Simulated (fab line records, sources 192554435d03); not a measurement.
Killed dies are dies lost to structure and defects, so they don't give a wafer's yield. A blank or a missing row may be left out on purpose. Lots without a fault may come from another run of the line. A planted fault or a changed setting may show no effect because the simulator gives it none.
fab line records | flow n5_finfet
record lots=12 wafers=33 last_day=18
route steps=1938 shown BEOL_M11@1575 BEOL_M12@1609
lots that met no fault: from a run of the same line without faults
start_h: hours from the record's first day to the start of the lot's first wafer shown | wait_h: hours since the lot's step before | " the same as in the row above | L1.1+2: a row that stands for several wafers | - no value, or no start given | * or withheld: withheld | < > ~ a bound
route shown NAME@n: a module of which the file shows steps, and the number in the route of the first | usual: mean/standard deviation of fault-free wafers | same: alike in all rows | chamber/n: place in a boat | sites: the reading at each site | _std_site: their standard deviation | _edge_site: outer sites' mean less inner sites' | radius_mm: how far each site lies from the wafer's centre | mask NAME#n: copy n | behind: the tool/chamber that last shaped the wafer | hold: why the lot was held/for how many hours/how that ended | device: the transistor (n, p or np) that didn't switch | end of line: the same wafers' tests at the end of the route | a step without rows: its recipe alone | killed: dies lost to structure and defects at the first sort, not the wafer's yield | map: a wafer's dies, x killed, . not, _ none there
set.NAME: the setting as run; set.NAME@STEP: as run at that earlier step | model.NAME: the simulator's own value behind a step, which no gauge read
steps of the route over a sample of lots; a table a step, a row a wafer
services: from which hour (start_h, from the record's first day; less than 0 if before it) a tool's chamber was out of use, for how many hours, and why
## steps
# step N5_BEOL_M11_VIA_ETCH_34
# recipe chemistry=C4F6/O2 target=SiCOH_lowk target_depth_a=1845 mask_material=SOC taper_deg=4 time_s=69.2 ion_energy_ev=250 pressure_mtorr=30 source_w=345 bias_w=185 Ar_flow_sccm=300 C4F6_flow_sccm=10 O2_flow_sccm=10
# usual drypump_motor_current_A=5.7/0.31 oes_product_au=0.79/0.096 rf_fwd_power_W=342.3/1.4 rf_vpp_V=670/8.3 showerhead_plenum_p_Torr=2.85/0.091 throttle_valve_pct=20.87/0.21
# same time_s=69.2
# columns lot.wafer tool chamber start_h wait_h drypump_motor_current_A oes_product_au rf_fwd_power_W rf_hours_counter_h rf_vpp_V showerhead_plenum_p_Torr throttle_valve_pct
L449.3 rie_diel-04 0 269.40 0.0 5.7 0.69 344.3 208 676 2.82 21.32
L449.4 " 1 " " 5.9 0.71 340.8 194 675 2.95 20.87
L449.6 " 1 " " 5.9 0.70 340.7 - 673 2.94 20.88
L450.1 rie_diel-04 1 270.43 0.0 5.9 0.70 342.1 194 674 2.94 20.87
L450.2 " 2 " " 5.8 0.92 342.6 12 661 2.81 20.64
L450.5 " 3 " " 5.5 0.69 339.2 - 673 2.68 21.15
L453.1 rie_diel-02 1 270.52 0.0 5.8 0.94 343.2 4 666 2.93 20.54
L453.3 " 2 " " 5.7 0.93 342.3 12 673 2.92 20.62
L456.4 rie_diel-02 1 278.29 0.0 5.9 0.93 345.0 - 665 2.93 20.55
L456.5 " 2 " " 5.7 0.92 341.8 - 671 2.92 20.61
L451.1 rie_diel-05 3 279.57 0.0 6.3 0.91 341.3 24 683 3.01 20.94
L451.3 " 1 " " 5.1 0.82 344.3 62 665 2.88 20.72
L451.6 " 2 " " 5.9 0.72 342.6 - 655 2.83 20.73
L454.4 rie_diel-04 0 281.83 0.0 5.7 0.70 343.8 212 675 2.82 21.32
L454.5 " 3 " " 5.5 0.70 339.9 - 673 2.68 21.16
L452.1 rie_diel-02 3 308.39 0.0 5.5 0.89 343.0 26 667 2.78 20.96
L452.4 " 2 " " 5.7 0.89 341.9 - 672 2.91 20.63
L452.5 " 3 " " 5.5 0.88 341.9 - 667 2.78 20.96
L458.2 rie_diel-05 2 315.50 0.0 5.9 0.71 344.0 191 654 2.82 20.76
L458.5 " 1 " " 5.1 0.81 342.1 - 665 2.88 20.73
L458.6 " 2 " " 5.9 0.72 343.3 - 654 2.82 20.76
L460.2 rie_diel-04 0 316.89 0.0 5.7 0.68 342.5 224 676 2.82 21.34
L460.3 " 1 " " 5.9 0.69 342.0 211 674 2.94 20.89
L460.6 " 0 " " 5.7 0.68 342.7 - 676 2.82 21.35
L459.2 rie_diel-05 1 317.21 0.0 5.1 0.81 341.5 74 664 2.88 20.73
L459.3 " 0 " " 5.3 0.70 343.2 207 675 2.82 20.88
L459.5 " 0 " " 5.3 0.69 344.9 - 673 2.82 20.88
L462.1 rie_diel-04 0 340.75 0.0 5.7 0.66 343.0 232 676 2.81 21.36
L462.2 " 1 " " 6.0 0.69 341.6 219 673 2.93 20.90
L462.3 " 2 " " 5.8 0.88 341.9 37 661 2.80 20.67
L471.2 rie_diel-02 3 389.87 0.0 5.5 0.83 340.8 56 667 2.77 21.00
L471.3 " 1 " " 5.8 0.84 344.7 43 666 2.91 20.60
L471.6 " 2 " " 5.7 0.85 343.5 - 672 2.90 20.67
# step N5_BEOL_M11_PRE_CLEAN_45
# recipe gas=H2/He time_s=30 temp_c=250
# usual heater_power_w=334/30
# same time_s=30
# columns lot.wafer tool chamber start_h wait_h heater_power_w
L449.3 pvd_sputter-02 - 271.06 0.0 322
L449.4 " - " " 333
L449.6 " - " " 328
L450.1 pvd_sputter-01 - 271.63 0.0 263
L450.2 " - " " 309
L450.5 " - " " 267
L453.1 pvd_sputter-03 - 272.06 0.0 380
L453.3 " - " " 327
L456.4 pvd_sputter-02 - 279.53 0.0 339
L456.5 " - " " 331
L451.1 pvd_sputter-01 - 281.79 0.0 310
L451.3 " - " " 268
L451.6 " - " " 315
L454.4 pvd_sputter-01 - 283.01 0.0 269
L454.5 " - " " 316
L452.1 pvd_sputter-03 - 309.79 0.0 348
L452.4 " - " " 354
L452.5 " - " " 318
L458.2 pvd_sputter-02 - 316.65 0.0 329
L458.5 " - " " 343
L458.6 " - " " 324
L460.2 pvd_sputter-02 - 318.21 0.0 321
L460.3 " - " " 309
L460.6 " - " " 305
L459.2 pvd_sputter-02 - 318.29 0.0 318
L459.3 " - " " 343
L459.5 " - " " 330
L462.1 pvd_sputter-03 - 342.66 0.0 390
L462.2 " - " " 338
L462.3 " - " " 322
L471.2 pvd_sputter-02 - 390.81 0.0 302
L471.3 " - " " 319
L471.6 " - " " 333
# step N5_BEOL_M12_PEB_08
# recipe peb_temp_c=130 peb_time_s=90
# usual heater_power_total_W=172.5/0.83
# columns lot.wafer tool chamber start_h wait_h heater_power_total_W
L449.3 litho_track-05 0 273.02 0.0 173.1
L449.4 " 0 " " 171.1
L449.6 " 0 " " 173.5
L450.1 litho_track-04 0 275.96 0.1 171.7
L450.2 " 0 " " 172.3
L450.5 " 0 " " 172.2
L453.1 litho_track-04 0 276.12 0.1 173.9
L453.3 " 0 " " 172.2
L456.4 litho_track-04 0 282.33 0.0 173.0
L456.5 " 0 " " 173.1
L451.1 litho_track-05 0 283.65 0.1 173.9
L451.3 " 0 " " 173.1
L451.6 " 0 " " 173.6
L454.4 litho_track-01 0 285.44 0.0 173.0
L454.5 " 0 " " 172.4
L452.1 litho_track-05 0 311.95 0.1 172.4
L452.4 " 0 " " 171.5
L452.5 " 0 " " 171.1
L458.2 litho_track-05 0 319.38 0.0 171.5
L458.5 " 0 " " 173.7
L458.6 " 0 " " 172.6
L460.2 litho_track-05 0 320.64 0.0 173.2
L460.3 " 0 " " 172.5
L460.6 " 0 " " 171.1
L459.2 litho_track-05 0 321.31 0.0 187.5
L459.3 " 0 " " 170.8
L459.5 " 0 " " 187.5
L462.1 litho_track-05 0 344.62 0.1 172.0
L462.2 " 0 " " 188.9
L462.3 " 0 " " 171.8
L471.2 litho_track-01 0 393.27 0.0 172.5
L471.3 " 0 " " 171.6
L471.6 " 0 " " 172.5
# step N5_BEOL_M12_OVL_MEAS_11
# recipe points_per_wafer=44
# usual V11_OVL=-5/5.7
# same points_per_wafer=44
# columns lot.wafer tool chamber start_h wait_h V11_OVL[nm]
L449.3 overlay-01 0 273.17 0.0 -15
L449.4 " 0 " " -6
L449.6 " 0 " " -3
L450.1 overlay-01 0 276.10 0.0 -9
L450.2 " 0 " " 0
L450.5 " 0 " " -9
L453.1 overlay-01 0 276.26 0.0 -6
L453.3 " 0 " " -12
L456.4 overlay-02 0 282.47 0.0 6
L456.5 " 0 " " -5
L451.1 overlay-02 0 283.80 0.0 -6
L451.3 " 0 " " -16
L451.6 " 0 " " 0
L454.4 overlay-02 0 285.59 0.0 -3
L454.5 " 0 " " -8
L452.1 overlay-02 0 312.09 0.0 -13
L452.4 " 0 " " -13
L452.5 " 0 " " -11
L458.2 overlay-01 0 319.53 0.0 -7
L458.5 " 0 " " 3
L458.6 " 0 " " -1
L460.2 overlay-02 0 320.79 0.0 -3
L460.3 " 0 " " -6
L460.6 " 0 " " 0
L459.2 overlay-01 0 321.45 0.0 -8
L459.3 " 0 " " -1
L459.5 " 0 " " -13
L462.1 overlay-01 0 344.77 0.0 -15
L462.2 " 0 " " -8
L462.3 " 0 " " -9
L471.2 overlay-02 0 393.42 0.0 -11
L471.3 " 0 " " -10
L471.6 " 0 " " -9
## services
# columns tool chamber start_h hours kind
litho_track-05 - 255.66 - consumable_replace:filter
rie_diel-02 - 257.01 2.8 pm
rie_diel-02 3 261.30 17.6 repair
rie_diel-04 3 301.26 - clean
rie_diel-04 3 301.26 - consumable_replace:focus_ring
rie_diel-04 3 301.26 - consumable_replace:showerhead
rie_diel-04 3 301.26 23.8 scheduled_down
rie_diel-04 3 301.26 23.8 vent_cycle
rie_diel-02 1 307.24 11.4 repair
rie_diel-05 - 330.98 14.6 pm
pvd_sputter-01 - 352.83 2.6 repair
rie_diel-02 0 377.97 - clean
rie_diel-02 0 377.97 - consumable_replace:focus_ring
rie_diel-02 0 377.97 - consumable_replace:showerhead
rie_diel-02 0 377.97 28.3 scheduled_down
rie_diel-02 0 377.97 28.3 vent_cycle
rie_diel-05 - 379.52 0.5 repair
rie_diel-02 3 381.15 5.7 repair
rie_diel-04 0 389.62 - clean
rie_diel-04 0 389.62 - consumable_replace:focus_ring
rie_diel-04 0 389.62 32.8 scheduled_down
rie_diel-04 0 389.62 32.8 vent_cycle
## key
first_sign step=N5_BEOL_M12_PEB_08 reading=heater_power_total_W direction=up sigmas=19 usual=* struck=*
effect none on later readings
met_at N5_BEOL_M12_PEB_08
struck_lots L459,L462
struck_wafers L459.2,L459.5,L462.2
baseline_loss step=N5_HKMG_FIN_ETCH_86 wafers=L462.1
not_acting_at N5_BEOL_M11_VIA_ETCH_34,N5_BEOL_M11_PRE_CLEAN_45,N5_BEOL_M12_OVL_MEAS_11
onset_between 320.64 321.31
fault kind=process_parameter_drift tool=litho_track-05 chamber=- onset_h=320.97 steps=N5_BEOL_M12_PEB_08 channel=peb_time_s offset=* shape=step end_h=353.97 scope=struck_wafers_only acts_in=* stated=*
# baseline_loss: these wafers lose ten dies or more at that step, a loss of the line's own and not of a fault; the sort's usual values leave them out
